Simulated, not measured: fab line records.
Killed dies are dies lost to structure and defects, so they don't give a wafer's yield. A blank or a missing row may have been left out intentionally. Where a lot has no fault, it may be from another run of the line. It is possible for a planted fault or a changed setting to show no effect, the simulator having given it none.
fab line records | flow nand-harc
record: lots: 13 | wafers: 39 | last-day: 24
route steps=1159 shown A_STAIRCASE@693 A_SGD_CUT@759 END@1159
lots that met no fault: from a run of the same line without faults
start-h: hours from the record's opening day to when the first of the lot's shown wafers began | wait-h: hours from the lot's prior step to this one | " identical to the entry in the row above | L1.1+2: one row covering several wafers at once | - either no value or no given start | * or withheld: withheld | < > ~ a bound
route shown NAME@n: a module of which the file shows steps, and the number in the route of the first | usual: mean and standard deviation over wafers with no fault | same: alike in all rows | chamber/n: place in a boat | sites: each site's reading | _std_site: how widely they spread, as a standard deviation | _edge_site: the outer-site mean with the inner-site mean subtracted | radius-mm: for every site, how far away it sits from the centre of the wafer | mask NAME#n: copy n | behind: the most recent tool/chamber to have shaped the wafer | hold: cause of the lot's hold/its duration in hours/its outcome | device: whichever transistor did not switch (one of n, p or np) | end of line: the tests these same wafers got at the end of their route | a step given without rows: its recipe and nothing more | killed: at the first sort, the dies lost to defects and structure; wafer yield is something else | map: a wafer's dies, marking killed ones x, the rest . and places with no die _
set.NAME: the run value of the setting; set.NAME@STEP: its run value at that earlier step | model.NAME: the simulator's own value behind a step, which no gauge read
the route's steps for a sample of lots (tables are steps, rows are wafers)
services: when a tool's chamber went out of use (start-h, in hours from the record's first day, below 0 if earlier), for how many hours, and the reason
== steps ==
step: NHARC_A_STAIRCASE_STRIP_316
recipe: o2-flow-sccm: 500 | ar-flow-sccm: 0 | bias-w: 0 | chemistry: O2
usual: drypump-motor-current-A: 5.6/0.37 | oes-product-au: 0.994/0.012 | rf-vpp-V: 57.9/0.96 | showerhead-plenum-p-Torr: 3.58/0.15 | throttle-valve-pct: 17.037/0.0087
lot.wafer | tool        | chamber | start-h | wait-h | drypump-motor-current-A | oes-product-au | rf-hours-counter-h | rf-vpp-V | showerhead-plenum-p-Torr | throttle-valve-pct
L270.2    | rie-diel-13 | 1       | -       | -      | 6.2                     | 0.993          | 53                 | 58.0     | 3.54                     | 17.037
L270.4    | "           | 2       | "       | "      | 5.4                     | 0.984          | 54                 | 57.9     | 3.48                     | 17.061
L270.6    | "           | 0       | "       | "      | 5.9                     | 0.993          | -                  | 57.0     | 3.28                     | 17.034
L271.3    | rie-diel-06 | 0       | -       | -      | 5.6                     | 0.993          | 6                  | 58.4     | 3.60                     | 17.037
L271.1    | "           | 1       | "       | "      | 5.7                     | 0.982          | 5                  | 56.7     | 3.44                     | 17.050
L271.6    | "           | 3       | "       | "      | 4.8                     | 0.980          | -                  | 59.3     | 3.69                     | 17.043
L272.2    | rie-diel-13 | 1       | -       | -      | 6.2                     | 1.004          | 64                 | 56.6     | 3.53                     | 17.024
L272.1    | "           | 2       | "       | "      | 5.4                     | 0.987          | 64                 | 58.3     | 3.48                     | 17.043
L272.6    | "           | 1       | "       | "      | 6.1                     | 0.995          | -                  | 56.3     | 3.53                     | 17.015
L279.2    | rie-diel-13 | 2       | -       | -      | 5.4                     | 0.983          | 8                  | 57.2     | 3.47                     | 17.042
L279.5    | "           | 1       | "       | "      | 6.1                     | 0.973          | -                  | 57.6     | 3.52                     | 17.032
L279.6    | "           | 2       | "       | "      | 5.4                     | 0.987          | -                  | 56.4     | 3.47                     | 17.031
L280.2    | rie-diel-13 | 3       | -       | -      | 5.5                     | 1.002          | 11                 | 57.8     | 3.29                     | 17.030
L280.3    | "           | 0       | "       | "      | 5.9                     | 0.990          | 11                 | 56.9     | 3.80                     | 17.049
L280.5    | "           | 3       | "       | "      | 5.5                     | 0.997          | -                  | 56.9     | 3.29                     | 17.047
L281.2    | rie-diel-06 | 1       | -       | -      | 5.7                     | 0.983          | 30                 | 58.3     | 3.43                     | 17.039
L281.3    | "           | 0       | "       | "      | 5.7                     | 1.010          | 32                 | 58.1     | 3.59                     | 17.048
L281.5    | "           | 2       | "       | "      | 5.5                     | 1.012          | -                  | 57.8     | 3.69                     | 17.024
L284.3    | rie-diel-06 | 3       | -       | -      | 4.8                     | 1.001          | 35                 | 59.1     | 3.67                     | 17.028
L284.1    | "           | 0       | "       | "      | 5.7                     | 0.998          | 36                 | 58.7     | 3.58                     | 17.029
L284.6    | "           | 1       | "       | "      | 5.7                     | 0.984          | -                  | 57.6     | 3.43                     | 17.037
L287.4    | rie-diel-06 | 1       | -       | -      | 5.7                     | 0.987          | 36                 | 57.8     | 3.43                     | 17.038
L287.2    | "           | 2       | "       | "      | 5.5                     | 1.003          | 34                 | 58.3     | 3.69                     | 17.019
L287.6    | "           | 1       | "       | "      | 5.7                     | 0.974          | -                  | 58.3     | 3.43                     | 17.038
L286.2    | rie-diel-13 | 0       | -       | -      | 5.9                     | 0.990          | 29                 | 58.1     | 3.79                     | 17.033
L286.4    | "           | 2       | "       | "      | 5.4                     | 0.985          | 17                 | 57.8     | 3.47                     | 17.031
L286.5    | "           | 3       | "       | "      | 5.5                     | 1.009          | -                  | 58.8     | 3.28                     | 17.024
L291.3    | rie-diel-07 | 3       | -       | -      | 5.8                     | 1.013          | 55                 | 59.2     | 3.58                     | 17.046
L291.1    | "           | 0       | "       | "      | 5.3                     | 1.000          | 54                 | 57.1     | 3.69                     | 17.035
L291.6    | "           | 0       | "       | "      | 5.3                     | 0.999          | -                  | 58.2     | 3.69                     | 17.040
L289.2    | rie-diel-13 | 3       | -       | -      | 5.5                     | 1.005          | 39                 | 56.7     | 3.28                     | 17.024
L289.1    | "           | 2       | "       | "      | 5.3                     | 1.001          | 27                 | 56.6     | 3.46                     | 17.042
L289.6    | "           | 0       | "       | "      | 5.9                     | 0.995          | -                  | 58.7     | 3.78                     | 17.029
L292.4    | rie-diel-06 | 2       | -       | -      | 5.5                     | 1.003          | 47                 | 58.2     | 3.68                     | 17.038
L292.1    | "           | 0       | "       | "      | 5.7                     | 0.997          | 51                 | 57.2     | 3.58                     | 17.033
L292.5    | "           | 1       | "       | "      | 5.7                     | 0.987          | -                  | 56.8     | 3.42                     | 17.036
L293.3    | rie-diel-07 | 1       | -       | -      | 5.9                     | 1.001          | 59                 | 56.7     | 3.54                     | 17.047
L293.4    | "           | 0       | "       | "      | 5.3                     | 0.994          | 58                 | 57.3     | 3.69                     | 17.051
L293.6    | "           | 2       | "       | "      | 6.3                     | 0.974          | -                  | 60.4     | 3.77                     | 17.038
step: NHARC_A_STAIRCASE_DEP_417
recipe: target-thk-a: 600 | step-coverage-pct: 20 | temp-c: 400 | target-thk-nm: 60 | flow-sccm: 200 | rf-w: 450 | material: Si3N4
usual: heater-power-w: 685/96 | showerhead-vpp-V: 1291/65
lot.wafer | tool     | chamber | start-h | wait-h | heater-power-w | showerhead-vpp-V
L270.2    | pecvd-03 | 1       | 254.04  | -      | 721            | 1271
L270.6    | "        | 2       | "       | "      | 490            | 1218
L270.4    | "        | 0       | "       | "      | 742            | 1338
L271.3    | pecvd-03 | 2       | 272.25  | -      | 526            | 1193
L271.1    | "        | 1       | "       | "      | 659            | 1285
L271.6    | "        | 0       | "       | "      | 732            | 1366
L272.1    | pecvd-02 | 2       | 276.57  | -      | 649            | 1215
L272.2    | "        | 0       | "       | "      | 708            | 1302
L272.6    | "        | 1       | "       | "      | 838            | 1206
L279.2    | pecvd-02 | 1       | 320.66  | -      | 792            | 1211
L279.5    | "        | 2       | "       | "      | 675            | 1243
L279.6    | "        | 1       | "       | "      | 800            | 1197
L280.3    | pecvd-04 | 1       | 322.01  | -      | 645            | 1340
L280.2    | "        | 2       | "       | "      | 885            | 1383
L280.5    | "        | 0       | "       | "      | 594            | 1328
L281.2    | pecvd-04 | 2       | 340.05  | -      | 794            | 1384
L281.3    | "        | 0       | "       | "      | 687            | 1325
L281.5    | "        | 0       | "       | "      | 668            | 1331
L284.3    | pecvd-03 | 1       | 352.62  | -      | 718            | 1270
L284.1    | "        | 0       | "       | "      | 653            | 1358
L284.6    | "        | 0       | "       | "      | 680            | 1354
L287.2    | pecvd-04 | 2       | 356.14  | -      | 797            | 1386
L287.4    | "        | 0       | "       | "      | 635            | 1328
L287.6    | "        | 1       | "       | "      | 686            | 1344
L286.2    | pecvd-02 | 1       | 364.11  | -      | 819            | 1205
L286.4    | "        | 1       | "       | "      | 819            | 1214
L286.5    | "        | 2       | "       | "      | 628            | 1221
L291.1    | pecvd-03 | 1       | 388.70  | -      | 769            | 1259
L291.3    | "        | 2       | "       | "      | 568            | 1172
L291.6    | "        | 0       | "       | "      | 652            | 1329
L289.1    | pecvd-04 | 1       | 389.74  | -      | 675            | 1341
L289.2    | "        | 0       | "       | "      | 524            | 1339
L289.6    | "        | 2       | "       | "      | 851            | 1380
L292.1    | pecvd-03 | 2       | 393.48  | -      | 525            | 1210
L292.4    | "        | 0       | "       | "      | 786            | 1338
L292.5    | "        | 1       | "       | "      | 719            | 1247
L293.3    | pecvd-04 | 0       | 402.46  | -      | 582            | 1354
L293.6    | "        | 0       | "       | "      | 581            | 1342
L293.4    | "        | 1       | "       | "      | 722            | 1333
step: NHARC_A_STAIRCASE_CMP_472
recipe: material: SiO2
usual: edge-zone-pressure-frac: 1.000/0.005 | motor-current-A: 12.3/0.74
lot.wafer | tool   | chamber | start-h | wait-h | edge-zone-pressure-frac | motor-current-A
L270.2    | cmp-02 | 3       | 290.88  | 0.2    | 1.006                   | 12.1
L270.4    | "      | 2       | "       | "      | 1.003                   | 13.3
L270.6    | "      | 3       | "       | "      | 1.000                   | 12.3
L272.2    | cmp-04 | 1       | 317.87  | 0.2    | 1.002                   | 11.3
L272.1    | "      | 2       | "       | "      | 1.004                   | 11.3
L272.6    | "      | 1       | "       | "      | 0.997                   | 11.4
L271.3    | cmp-02 | 3       | 318.26  | 0.2    | 0.999                   | 12.3
L271.1    | "      | 1       | "       | "      | 1.001                   | 11.9
L271.6    | "      | 2       | "       | "      | 0.989                   | 13.3
L280.3    | cmp-04 | 3       | 361.99  | 0.2    | 0.999                   | 11.0
L280.2    | "      | 0       | "       | "      | 0.996                   | 12.4
L280.5    | "      | 3       | "       | "      | 0.997                   | 11.0
L279.2    | cmp-03 | 2       | 362.81  | 0.4    | 1.000                   | 13.5
L279.6    | "      | 3       | "       | "      | 1.002                   | 12.2
L279.5    | "      | 0       | "       | "      | 1.001                   | 11.8
L281.2    | cmp-03 | 1       | 382.55  | 0.2    | 0.997                   | 11.5
L281.3    | "      | 2       | "       | "      | 1.003                   | 13.1
L281.5    | "      | 3       | "       | "      | 0.997                   | 12.2
L284.3    | cmp-04 | 3       | 396.03  | 0.2    | -                       | -
L284.1    | "      | 0       | "       | "      | -                       | -
L284.6    | "      | 3       | "       | "      | -                       | -
L287.4    | cmp-03 | 1       | 401.20  | 0.1    | -                       | -
L287.2    | "      | 0       | "       | "      | -                       | -
L287.6    | "      | 2       | "       | "      | -                       | -
L286.4    | cmp-02 | 1       | 405.43  | 0.2    | -                       | -
L286.2    | "      | 2       | "       | "      | -                       | -
L286.5    | "      | 0       | "       | "      | -                       | -
L289.1    | cmp-03 | 2       | 431.04  | 0.3    | 0.988                   | 13.8
L289.2    | "      | 3       | "       | "      | 0.997                   | 12.8
L289.6    | "      | 1       | "       | "      | 1.006                   | 11.8
L291.1    | cmp-03 | 3       | 431.34  | 0.2    | 0.992                   | 13.3
L291.3    | "      | 0       | "       | "      | 0.999                   | 12.3
L291.6    | "      | 0       | "       | "      | 0.998                   | 12.3
L292.1    | cmp-03 | 3       | 437.73  | 0.3    | 0.992                   | 12.3
L292.4    | "      | 0       | "       | "      | 0.984                   | 11.7
L292.5    | "      | 2       | "       | "      | 0.991                   | 12.7
L293.4    | cmp-02 | 3       | 443.44  | 0.2    | 1.010                   | 12.2
L293.3    | "      | 0       | "       | "      | 1.000                   | 11.5
L293.6    | "      | 1       | "       | "      | 0.994                   | 12.7
step: NHARC_A_SGD_CUT_OVL_MEAS_10
usual: overlay-x-nm: -0.3/0.72 | overlay-y-nm: -0.3/0.91
lot.wafer | tool       | chamber | start-h | wait-h | overlay-x-nm | overlay-y-nm
L270.2    | overlay-01 | -       | 292.12  | -      | -0.4         | 1.3
L270.4    | "          | -       | "       | "      | 0.0          | 1.3
L270.6    | "          | -       | "       | "      | -0.4         | 1.7
L272.1    | overlay-02 | -       | 319.12  | -      | -0.6         | 0.7
L272.2    | "          | -       | "       | "      | -0.4         | 0.9
L272.6    | "          | -       | "       | "      | -0.5         | -0.1
L271.1    | overlay-01 | -       | 319.48  | -      | -1.0         | -0.3
L271.3    | "          | -       | "       | "      | -0.9         | 0.3
L271.6    | "          | -       | "       | "      | -0.7         | 1.2
L280.2    | overlay-02 | -       | 363.41  | -      | 1.1          | 0.8
L280.3    | "          | -       | "       | "      | 0.7          | 0.6
L280.5    | "          | -       | "       | "      | 0.6          | -0.2
L279.2    | overlay-01 | -       | 363.96  | -      | -1.2         | -0.6
L279.5    | "          | -       | "       | "      | -1.4         | -0.6
L279.6    | "          | -       | "       | "      | -1.5         | -0.5
L281.2    | overlay-02 | -       | 383.61  | -      | -1.4         | -0.5
L281.3    | "          | -       | "       | "      | -1.2         | 0.3
L281.5    | "          | -       | "       | "      | -1.3         | 0.4
L289.1    | overlay-02 | -       | 432.21  | -      | 1.0          | -0.7
L289.2    | "          | -       | "       | "      | 0.2          | -1.5
L289.6    | "          | -       | "       | "      | 0.1          | -0.5
L291.1    | overlay-01 | -       | 432.57  | -      | 0.6          | -0.7
L291.3    | "          | -       | "       | "      | 0.1          | -1.3
L291.6    | "          | -       | "       | "      | -0.6         | -1.2
L292.1    | overlay-02 | -       | 438.78  | -      | 0.8          | 0.6
L292.4    | "          | -       | "       | "      | 0.5          | 1.1
L292.5    | "          | -       | "       | "      | 0.3          | 0.6
L293.3    | overlay-02 | -       | 444.61  | -      | 0.6          | -1.2
L293.4    | "          | -       | "       | "      | -0.1         | -0.7
L293.6    | "          | -       | "       | "      | -0.2         | -1.3
step: NHARC_END_SORT_01
recipe: temp-c: 25
usual: killed-at-array: 25/7.8 | killed-at-other: 0.6/0.81 | killed-at-periphery: 3.3/2.2 | killed-dies: 29/8.2 | killed-open: 3.5/1.9 | killed-short: 1.8/1.3
same: gross-dies: 677
lot.wafer | tool      | chamber | start-h | wait-h | killed-at-array | killed-at-other | killed-at-periphery | killed-dies | killed-open | killed-short
L284.1    | prober-01 | 0       | 531.28  | 2.5    | 673             | 3               | 1                   | 677         | 4           | 0
L284.3    | prober-01 | 0       | 532.86  | 3.1    | 675             | 0               | 2                   | 677         | 1           | 2
L284.6    | prober-01 | 0       | 535.23  | 4.0    | 672             | 2               | 3                   | 677         | 2           | 2
L286.2    | prober-01 | 0       | 547.71  | 2.8    | 673             | 1               | 3                   | 677         | 6           | 0
L286.4    | prober-01 | 0       | 549.32  | 3.4    | 672             | 1               | 4                   | 677         | 5           | 4
L286.5    | prober-01 | 0       | 550.13  | 3.7    | 675             | 1               | 1                   | 677         | 1           | 0
L287.2    | prober-02 | 0       | 549.13  | 2.8    | 675             | 0               | 2                   | 677         | 6           | 1
L287.4    | prober-02 | 0       | 550.72  | 3.4    | 673             | 1               | 3                   | 677         | 2           | 3
L287.6    | prober-02 | 0       | 552.32  | 4.0    | 676             | 0               | 1                   | 677         | 4           | 2
killed by level:class
L284.1 A_STAIRCASE:area-cmp=659 A_CONTACT:chamber-film-flake=5 A_CHANNEL_HOLE_D1:chamber-film-flake=4 THIN_TSV:chamber-film-flake=3 A_BLC:geometric-particle:open=2 A_WL_FILL:geometric-particle:open=1 A_CONTACT:geometric-particle:open=1 P_GATE:chamber-film-flake=1
L284.3 A_STAIRCASE:area-cmp=657 A_CHANNEL_HOLE_D1:chamber-film-flake=8 A_CONTACT:chamber-film-flake=7 P_GATE:geometric-particle:short=1 P_M1:geometric-particle:open=1 A_M1:geometric-particle:short=1 A_ZERO_WELL:chamber-film-flake=1 A_SLIT:chamber-film-flake=1
L284.6 A_STAIRCASE:area-cmp=659 A_CHANNEL_HOLE_D1:chamber-film-flake=6 A_CONTACT:chamber-film-flake=4 THIN_TSV:chamber-film-flake=2 P_M0:geometric-particle:open=1 P_M0:geometric-particle:short=1 A_WL_FILL:geometric-particle:short=1 A_CONTACT:geometric-particle:open=1
L286.2 A_STAIRCASE:area-cmp=644 A_SLIT:chamber-film-flake=14 A_CHANNEL_HOLE_D1:chamber-film-flake=6 A_CONTACT:geometric-particle:open=3 P_ZERO_WELL:chamber-film-flake=3 A_CHANNEL_FILL_D1:geometric-particle:open=2 A_WL_FILL:geometric-particle:open=1 A_WL_FILL:chamber-film-flake=1
L287.2 A_STAIRCASE:area-cmp=660 A_CHANNEL_HOLE_D1:chamber-film-flake=4 A_M0:chamber-film-flake=4 A_CONTACT:geometric-particle:open=2 A_CONTACT:chamber-film-flake=2 P_CONTACT:geometric-particle:open=1 P_M0:geometric-particle:open=1 A_WL_FILL:geometric-particle:open=1
L286.4 A_STAIRCASE:area-cmp=645 A_SLIT:chamber-film-flake=11 A_CHANNEL_HOLE_D1:chamber-film-flake=5 A_CONTACT:geometric-particle:open=2 A_CONTACT:chamber-film-flake=2 A_M0:chamber-film-flake=2 P_CONTACT:geometric-particle:short=1 P_CONTACT:geometric-particle:open=1
L286.5 A_STAIRCASE:area-cmp=635 A_SLIT:chamber-film-flake=17 A_CONTACT:chamber-film-flake=9 A_CHANNEL_HOLE_D1:chamber-film-flake=8 A_CHANNEL_FILL_D1:chamber-film-flake=2 A_STAIRCASE:chamber-film-flake=2 A_CONTACT:geometric-particle:open=1 P_GATE:chamber-film-flake=1
L287.4 A_STAIRCASE:area-cmp=660 A_CONTACT:chamber-film-flake=3 A_CHANNEL_HOLE_D1:chamber-film-flake=3 A_M0:chamber-film-flake=3 A_CHANNEL_FILL_D1:geometric-particle:short=2 P_CONTACT:chamber-film-flake=2 P_M0:geometric-particle:open=1 A_BLC:geometric-particle:short=1
L287.6 A_STAIRCASE:area-cmp=657 A_CHANNEL_HOLE_D1:chamber-film-flake=6 A_ONON_D1:geometric-particle:open=3 A_M0:chamber-film-flake=3 P_M0:geometric-particle:open=1 A_WL_FILL:geometric-particle:short=1 A_CONTACT:geometric-particle:short=1 A_ZERO_WELL:chamber-film-flake=1
== services ==
tool        | chamber | start-h | hours | kind
rie-diel-06 | 2       | 239.20  | 17.2  | repair
rie-diel-06 | -       | 241.58  | 9.0   | pm
cmp-03      | -       | 241.58  | 0.7   | repair
cmp-02      | -       | 244.09  | 0.6   | repair
cmp-03      | -       | 254.00  | 4.0   | pm
rie-diel-13 | -       | 276.13  | 9.0   | pm
rie-diel-13 | 2       | 286.64  | 8.8   | repair
pecvd-03    | -       | 292.00  | 13.0  | pm
rie-diel-06 | 1       | 303.21  | 7.4   | repair
pecvd-04    | 1       | 311.44  | 4.9   | repair
cmp-02      | -       | 320.30  | 2.4   | repair
rie-diel-06 | -       | 323.32  | 2.1   | repair
cmp-02      | -       | 324.50  | 4.0   | pm
rie-diel-06 | 0       | 338.06  | 2.3   | repair
cmp-02      | -       | 338.31  | 0.3   | repair
cmp-03      | -       | 352.00  | 4.0   | pm
pecvd-04    | 2       | 360.62  | 4.0   | repair
pecvd-04    | -       | 376.12  | 13.0  | pm
pecvd-04    | -       | 390.34  | 2.2   | repair
cmp-03      | -       | 398.35  | 0.2   | repair
rie-diel-13 | 1       | 399.79  | 10.7  | repair
rie-diel-06 | -       | 418.58  | 9.0   | pm
cmp-03      | -       | 433.47  | 3.3   | repair
rie-diel-13 | -       | 442.55  | 0.3   | repair
== key ==
first-sign: step: NHARC_A_STAIRCASE_CMP_472 | reading: tool-record | direction: missing
effect: step: NHARC_END_SORT_01 | reading: killed-at-array | direction: up | sigmas: 83 | usual: 25 | struck: 674
more-kills-born-at: NHARC_A_STAIRCASE_CMP_472@cmp-03: 1976 | NHARC_A_STAIRCASE_CMP_472@cmp-04: 1974 | NHARC_A_STAIRCASE_CMP_472@cmp-02: 1924
met-at NHARC_A_STAIRCASE_CMP_472
struck-lots L284,L286,L287
later-rows-left-out L284.1,L284.3,L284.6,L286.2,L286.4,L286.5,L287.2,L287.4,L287.6
tester-left-out L284,L286,L287
not-acting-at NHARC_A_STAIRCASE_STRIP_316,NHARC_A_STAIRCASE_DEP_417,NHARC_A_SGD_CUT_OVL_MEAS_10
onset-between 382.55 396.03
fault: kind: skipped-step-whole | tool: cmp-02,cmp-03,cmp-04 | chamber: - | onset-h: 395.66 | steps: NHARC_A_STAIRCASE_CMP_472 | scope: struck-lots-only
tester-left-out: of these lots the tester's yield and bins aren't shown, on N5 and GAA mostly nor the transistor test; their killed dies are dies lost to structure and defects alone, not to doping, threshold or leakage, so they don't give the yield
later-rows-left-out: the simulator's readings of these wafers behind a module that went badly wrong aren't trusted and aren't shown, but for the sort
